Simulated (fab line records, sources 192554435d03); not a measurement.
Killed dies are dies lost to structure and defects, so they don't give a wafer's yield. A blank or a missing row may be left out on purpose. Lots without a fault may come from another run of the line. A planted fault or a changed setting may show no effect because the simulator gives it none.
Which tool did it? | flow n5_finfet | 23 lots, 69 wafers sampled, at 5 steps of a route of 1938

WHAT THE GAUGES READ, wafer by wafer
N5_BEOL_M5_INSPECT_13: inspects for defects (brightfield). Usual: raw_defect_count 420, standard deviation 100.
lot  | measured     | on                | raw_defect_count | flag
L074 | day 8 14:47  | defect_inspect-02 | 435 417 470      |
L075 | day 8 18:53  | defect_inspect-01 | 378 373 318      |
L076 | day 9 12:27  | defect_inspect-01 | 558 584 515      |
L078 | day 9 12:35  | defect_inspect-02 | 390 592 548      |
L077 | day 9 18:07  | defect_inspect-02 | 596 560 611      |
L079 | day 9 18:10  | defect_inspect-02 | 450 306 353      |
L080 | day 9 20:51  | defect_inspect-02 | 458 401 473      |
L081 | day 10 02:01 | defect_inspect-02 | 365 300 456      |
L083 | day 10 17:50 | defect_inspect-01 | 465 507 334      |
L082 | day 10 18:37 | defect_inspect-01 | 476 311 512      |
L085 | day 10 21:46 | defect_inspect-02 | 363 440 372      |
L084 | day 10 22:01 | defect_inspect-01 | 492 363 311      |
L086 | day 11 18:43 | defect_inspect-02 | 411 417 398      |
L087 | day 11 19:37 | defect_inspect-02 | 493 721 547      |
L088 | day 12 04:14 | defect_inspect-02 | 534 651 339      |
L090 | day 12 13:07 | defect_inspect-01 | 385 466 480      |
L089 | day 12 16:35 | defect_inspect-02 | 363 351 499      |
L092 | day 12 21:26 | defect_inspect-01 | 310 366 497      |
L091 | day 12 22:48 | defect_inspect-02 | 502 456 499      |
L093 | day 13 00:09 | defect_inspect-02 | 422 364 337      |
L095 | day 14 00:19 | defect_inspect-02 | 318 284 325      |
L096 | day 14 00:07 | defect_inspect-01 | 473 315 386      |
L097 | day 14 03:16 | defect_inspect-01 | 313 309 327      |

N5_BEOL_M5_CD_MEAS_35: target cd 28 nm, target cd y 24 nm. Usual: cd_nm 28.1 nm, standard deviation 0.46.
lot  | measured     | on        | cd_nm (nm)     | flag
L074 | day 8 18:25  | cd_sem-02 | 27.4 27.7 27.9 |
L075 | day 8 22:17  | cd_sem-01 | 28.7 28.3 28.7 |
L076 | day 9 14:43  | cd_sem-01 | 28.1 28.3 28.0 |
L078 | day 9 14:34  | cd_sem-03 | 27.9 28.6 28.5 |
L077 | day 9 21:28  | cd_sem-01 | 28.5 29.2 28.7 |
L079 | day 9 20:58  | cd_sem-02 | 27.8 28.8 28.5 |
L080 | day 10 03:25 | cd_sem-01 | 27.9 28.1 28.6 |
L081 | day 10 03:43 | cd_sem-02 | 28.3 27.7 28.9 |
L083 | day 10 21:03 | cd_sem-03 | 28.1 28.5 28.5 |
L082 | day 10 21:29 | cd_sem-03 | 29.0 27.8 28.4 |
L085 | day 11 03:29 | cd_sem-01 | 28.4 29.6 27.6 |
L084 | day 11 03:38 | cd_sem-02 | 27.9 27.7 28.4 |
L086 | day 11 22:11 | cd_sem-01 | 28.3 27.4 28.1 |
L087 | day 11 21:46 | cd_sem-02 | 27.5 28.2 28.0 |
L088 | day 12 06:16 | cd_sem-01 | 27.9 27.6 27.2 |
L090 | day 12 16:17 | cd_sem-01 | 28.0 27.6 27.9 |
L089 | day 12 22:16 | cd_sem-01 | 27.6 28.2 27.9 |
L092 | day 12 23:09 | cd_sem-01 | 28.2 28.0 27.2 |
L091 | day 13 02:31 | cd_sem-01 | 28.5 27.9 28.0 |
L093 | day 13 02:20 | cd_sem-01 | 28.0 27.7 27.6 |
L095 | day 14 01:52 | cd_sem-02 | 28.8 28.5 28.8 |
L096 | day 14 01:45 | cd_sem-01 | 28.0 28.0 28.3 |
L097 | day 14 07:05 | cd_sem-02 | 28.4 28.0 28.4 |

WHICH TOOL RAN EACH LOT (tool, then ch and the chambers of the sampled wafers, then the start)
lot  | N5_BEOL_M4_ALD_84                   | N5_BEOL_M5_STRIP_19                | N5_BEOL_M5_ETCH_67
L074 | ald_metal-03 ch 0,1,3, day 8 06:11  | rie_diel-03 ch 1,3, day 8 15:22    | rie_diel-04 ch 0,2,3, day 8 17:53
L075 | ald_metal-01 ch 0,1, day 8 11:03    | rie_diel-04 ch 0,1, day 8 19:16    | rie_diel-03 ch 0,2,3, day 8 21:46
L076 | ald_metal-01 ch 0,3, day 9 04:53    | rie_diel-04 ch 0,2,3, day 9 12:50  | rie_diel-04 ch 0,1,3, day 9 14:12
L078 | ald_metal-03 ch 0,2,3, day 9 04:53  | rie_diel-03 ch 0,1,3, day 9 12:58  | rie_diel-01 ch 0,1,3, day 9 14:03
L077 | ald_metal-01 ch 0,1,2, day 9 09:14  | rie_diel-03 ch 0,2,3, day 9 18:31  | rie_diel-01 ch 0,2, day 9 20:56
L079 | ald_metal-04 ch 0,2,3, day 9 09:37  | rie_diel-03 ch 0,2, day 9 18:34    | rie_diel-01 ch 0,2, day 9 20:27
L080 | ald_metal-03 ch 0,3, day 9 14:52    | rie_diel-04 ch 0,1,2, day 9 21:37  | rie_diel-01 ch 0,1,3, day 10 02:54
L081 | ald_metal-04 ch 1,2,3, day 9 18:11  | rie_diel-01 ch 0,1, day 10 02:31   | rie_diel-04 ch 0,3, day 10 03:11
L083 | ald_metal-04 ch 0,3, day 10 10:07   | rie_diel-01 ch 0,1, day 10 18:14   | rie_diel-01 ch 1,2,3, day 10 20:31
L082 | ald_metal-04 ch 1,2,3, day 10 10:20 | rie_diel-01 ch 0,1,3, day 10 19:00 | rie_diel-04 ch 1,2,3, day 10 20:58
L085 | ald_metal-04 ch 0,1, day 10 14:46   | rie_diel-03 ch 1,2, day 10 22:53   | rie_diel-01 ch 0,1,3, day 11 02:57
L084 | ald_metal-04 ch 0,2,3, day 10 14:59 | rie_diel-03 ch 1,2,3, day 10 23:08 | rie_diel-03 ch 0,1,2, day 11 03:07
L086 | ald_metal-01 ch 1,2,3, day 11 09:29 | rie_diel-03 ch 0,1,2, day 11 19:08 | rie_diel-03 ch 0,1,3, day 11 21:40
L087 | ald_metal-03 ch 0,1, day 11 13:17   | rie_diel-01 ch 0,1,3, day 11 20:01 | rie_diel-01 ch 0,3, day 11 21:14
L088 | ald_metal-03 ch 0,2,3, day 11 22:01 | rie_diel-01 ch 0,1,3, day 12 04:38 | rie_diel-03 ch 0,1,3, day 12 05:44
L090 | ald_metal-03 ch 0,1,2, day 12 06:08 | rie_diel-01 ch 0,1,2, day 12 13:42 | rie_diel-03 ch 0,1, day 12 15:46
L089 | ald_metal-03 ch 0,2,3, day 12 09:26 | rie_diel-01 ch 0,1,2, day 12 17:17 | rie_diel-03 ch 0,1,3, day 12 21:44
L092 | ald_metal-04 ch 0,2, day 12 13:00   | rie_diel-01 ch 1,2,3, day 12 21:57 | rie_diel-03 ch 0,1,2, day 12 22:38
L091 | ald_metal-01 ch 0,1,3, day 12 13:11 | rie_diel-01 ch 1,2,3, day 12 23:13 | rie_diel-01 ch 0,1,2, day 13 01:59
L093 | ald_metal-01 ch 1,2, day 12 17:43   | rie_diel-03 ch 0,1,3, day 13 00:33 | rie_diel-03 ch 1,3, day 13 01:49
L095 | ald_metal-04 ch 1,2,3, day 13 17:53 | rie_diel-03 ch 0,1, day 14 00:43   | rie_diel-01 ch 0,1,2, day 14 01:20
L096 | ald_metal-01 ch 0,1,2, day 13 17:55 | rie_diel-03 ch 0,1, day 14 00:40   | rie_diel-03 ch 1,2, day 14 01:14
L097 | ald_metal-01 ch 0,2,3, day 13 20:59 | rie_diel-04 ch 0,1,3, day 14 05:49 | rie_diel-04 ch 0,1,3, day 14 06:34
- N5_BEOL_M4_ALD_84: deposits TaN, pulse time 2 s, purge time 3 s, co reactant purge time 2 s.
- N5_BEOL_M5_STRIP_19: strips in O2.
- N5_BEOL_M5_ETCH_67: etches SiARC in CF4, target depth 15.6 nm, time 26 s.

WHAT THE TOOLS THEMSELVES READ (means of the sampled wafers that have a number; where no wafer has one, the mark that the record gives instead)
N5_BEOL_M4_ALD_84. Usual: heater_power_outer_w 228 W, standard deviation 27; heater_power_w 418 W, standard deviation 43; precursor_vessel_carrier_sccm 1000 sccm, standard deviation 3.1.
lot  | tool         | heater_power_outer_w (W) | heater_power_w (W) | precursor_vessel_carrier_sccm (sccm) | flag
L074 | ald_metal-03 | 207                      | 380                | 997                                  |
L075 | ald_metal-01 | 237                      | 435                | 1001                                 |
L076 | ald_metal-01 | 223                      | 412                | 1000                                 |
L078 | ald_metal-03 | 211                      | 394                | 1001                                 |
L077 | ald_metal-01 | 239                      | 431                | 997                                  |
L079 | ald_metal-04 | 253                      | 453                | 1000                                 |
L080 | ald_metal-03 | 212                      | 407                | 1004                                 |
L081 | ald_metal-04 | 253                      | 466                | 1000                                 |
L083 | ald_metal-04 | 242                      | 436                | 1003                                 |
L082 | ald_metal-04 | 257                      | 457                | 997                                  |
L085 | ald_metal-04 | 214                      | 410                | 999                                  |
L084 | ald_metal-04 | 254                      | 449                | 1000                                 |
L086 | ald_metal-01 | 237                      | 437                | 999                                  |
L087 | ald_metal-03 | 208                      | 400                | 1000                                 |
L088 | ald_metal-03 | 212                      | 397                | 1001                                 |
L090 | ald_metal-03 | 210                      | 390                | 1003                                 |
L089 | ald_metal-03 | 214                      | 400                | 1000                                 |
L092 | ald_metal-04 | 224                      | 409                | 1002                                 |
L091 | ald_metal-01 | 238                      | 431                | 997                                  |
L093 | ald_metal-01 | 242                      | 438                | 1001                                 |
L095 | ald_metal-04 | 258                      | 459                | 1002                                 |
L096 | ald_metal-01 | 238                      | 441                | 1000                                 |
L097 | ald_metal-01 | 223                      | 405                | 999                                  |

N5_BEOL_M5_STRIP_19. Usual: drypump_motor_current_A 5.76 A, standard deviation 0.29; oes_product_au 0.76 a.u., standard deviation 0.052; rf_vpp_V 3.6 V, standard deviation 0.49; showerhead_plenum_p_Torr 2.10 Torr, standard deviation 0.071; throttle_valve_pct 16.75 %, standard deviation 0.19.
lot  | tool        | drypump_motor_current_A (A) | oes_product_au (a.u.) | rf_vpp_V (V) | showerhead_plenum_p_Torr (Torr) | throttle_valve_pct (%) | flag
L074 | rie_diel-03 | 5.71                        | 0.74                  | 3.5          | 2.09                            | 16.73                  |
L075 | rie_diel-04 | 5.69                        | 0.85                  | 3.5          | 2.09                            | 16.67                  |
L076 | rie_diel-04 | 5.61                        | 0.75                  | 3.3          | 2.07                            | 16.64                  |
L078 | rie_diel-03 | 5.67                        | 0.79                  | 3.4          | 2.13                            | 16.69                  |
L077 | rie_diel-03 | 5.75                        | 0.76                  | 3.8          | 2.15                            | 16.86                  |
L079 | rie_diel-03 | 5.67                        | 0.79                  | 3.9          | 2.18                            | 16.87                  |
L080 | rie_diel-04 | 5.79                        | 0.78                  | 3.8          | 2.06                            | 16.74                  |
L081 | rie_diel-01 | 5.83                        | 0.79                  | 3.5          | 2.10                            | 16.66                  |
L083 | rie_diel-01 | 5.86                        | 0.75                  | 3.5          | 2.06                            | 16.81                  |
L082 | rie_diel-01 | 5.81                        | 0.77                  | 3.8          | 2.05                            | 16.76                  |
L085 | rie_diel-03 | 5.42                        | 0.78                  | 3.4          | 2.12                            | 16.63                  |
L084 | rie_diel-03 | 5.65                        | 0.74                  | 3.6          | 2.11                            | 16.77                  |
L086 | rie_diel-03 | 5.57                        | 0.79                  | 3.7          | 2.15                            | 16.75                  |
L087 | rie_diel-01 | 5.82                        | 0.75                  | 3.8          | 2.05                            | 16.76                  |
L088 | rie_diel-01 | 5.80                        | 0.76                  | 3.7          | 2.05                            | 16.77                  |
L090 | rie_diel-01 | 6.02                        | 0.74                  | 3.6          | 2.11                            | 16.78                  |
L089 | rie_diel-01 | 6.02                        | 0.74                  | 2.6          | 2.11                            | 16.78                  |
L092 | rie_diel-01 | 5.97                        | 0.72                  | 3.4          | 2.06                            | 16.87                  |
L091 | rie_diel-01 | 6.01                        | 0.72                  | 3.7          | 2.06                            | 16.86                  |
L093 | rie_diel-03 | 5.66                        | 0.76                  | 4.2          | 2.12                            | 16.74                  |
L095 | rie_diel-03 | 5.48                        | 0.78                  | 3.2          | 2.12                            | 16.61                  |
L096 | rie_diel-03 | 5.62                        | 0.80                  | 3.3          | 2.16                            | 16.73                  |
L097 | rie_diel-04 | 5.49                        | 0.78                  | 4.0          | 2.09                            | 16.65                  |

N5_BEOL_M5_ETCH_67. Usual: drypump_motor_current_A 5.7 A, standard deviation 0.33; etch_rf_on_time_s 25.9 s, standard deviation 0.76; oes_product_au 0.65 a.u., standard deviation 0.042; rf_vpp_V 184.0 V, standard deviation 1.1; showerhead_plenum_p_Torr 2.14 Torr, standard deviation 0.07; throttle_valve_pct 15.69 %, standard deviation 0.21.
lot  | tool        | drypump_motor_current_A (A) | etch_rf_on_time_s (s) | oes_product_au (a.u.) | rf_vpp_V (V) | showerhead_plenum_p_Torr (Torr) | throttle_valve_pct (%) | flag
L074 | rie_diel-04 | 5.6                         | 25.9                  | 0.65                  | 184.0        | 2.11                            | 15.58                  |
L075 | rie_diel-03 | 5.8                         | 25.2                  | 0.68                  | 185.4        | 2.21                            | 15.85                  |
L076 | rie_diel-04 | 5.5                         | 25.4                  | 0.70                  | 183.1        | 2.13                            | 15.44                  |
L078 | rie_diel-01 | 5.8                         | 26.7                  | 0.65                  | 182.5        | 2.10                            | 15.67                  |
L077 | rie_diel-01 | 6.1                         | 25.3                  | 0.66                  | 184.7        | 2.21                            | 15.60                  |
L079 | rie_diel-01 | 6.2                         | 25.3                  | 0.67                  | 184.2        | 2.21                            | 15.58                  |
L080 | rie_diel-01 | 5.8                         | 26.5                  | 0.65                  | 182.9        | 2.10                            | 15.69                  |
L081 | rie_diel-04 | 5.2                         | 26.2                  | 0.66                  | 184.4        | 2.15                            | 15.44                  |
L083 | rie_diel-01 | 6.0                         | 25.7                  | 0.63                  | 184.6        | 2.11                            | 15.79                  |
L082 | rie_diel-04 | 5.6                         | 25.9                  | 0.66                  | 183.8        | 2.09                            | 15.51                  |
L085 | rie_diel-01 | 5.8                         | 26.4                  | 0.64                  | 183.6        | 2.10                            | 15.69                  |
L084 | rie_diel-03 | 5.5                         | 26.2                  | 0.68                  | 185.1        | 2.21                            | 15.73                  |
L086 | rie_diel-03 | 5.7                         | 26.0                  | 0.66                  | 184.6        | 2.18                            | 15.74                  |
L087 | rie_diel-01 | 5.7                         | 26.8                  | 0.65                  | 183.6        | 2.10                            | 15.69                  |
L088 | rie_diel-03 | 5.7                         | 26.2                  | 0.65                  | 184.3        | 2.18                            | 15.73                  |
L090 | rie_diel-03 | 5.5                         | 26.0                  | 0.68                  | 184.5        | 2.18                            | 15.58                  |
L089 | rie_diel-03 | 5.6                         | 25.7                  | 0.66                  | 184.5        | 2.18                            | 15.74                  |
L092 | rie_diel-03 | 5.6                         | 26.5                  | 0.66                  | 184.2        | 2.21                            | 15.76                  |
L091 | rie_diel-01 | 6.0                         | 25.9                  | 0.63                  | 183.7        | 2.14                            | 15.69                  |
L093 | rie_diel-03 | 5.5                         | 25.9                  | 0.64                  | 184.7        | 2.14                            | 15.64                  |
L095 | rie_diel-01 | 6.0                         | 25.9                  | 0.63                  | 183.9        | 2.14                            | 15.70                  |
L096 | rie_diel-03 | 5.6                         | 26.0                  | 0.63                  | 185.1        | 2.20                            | 15.85                  |
L097 | rie_diel-04 | 5.5                         | 25.8                  | 0.66                  | 183.5        | 2.11                            | 15.52                  |

THE ANSWER, worked out from the rows above alone
Rule: a lot is off if the mean of its wafers that have a number lies more than 3 standard deviations from the usual mean. A lot without any number at a reading at which 4 lots or more have one is off too. The other lots that the step has rows for count as sound. The gauges are gone through in route order, then the tools' own readings, and for those a lot's mean is taken as printed above. The first step at which some lot is off is used, and at that step the reading that is off furthest; a lot without a number counts as furthest.
No lot is off at any reading shown: from this, nothing can be told.

WHAT THE SIMULATOR HAD PUT IN
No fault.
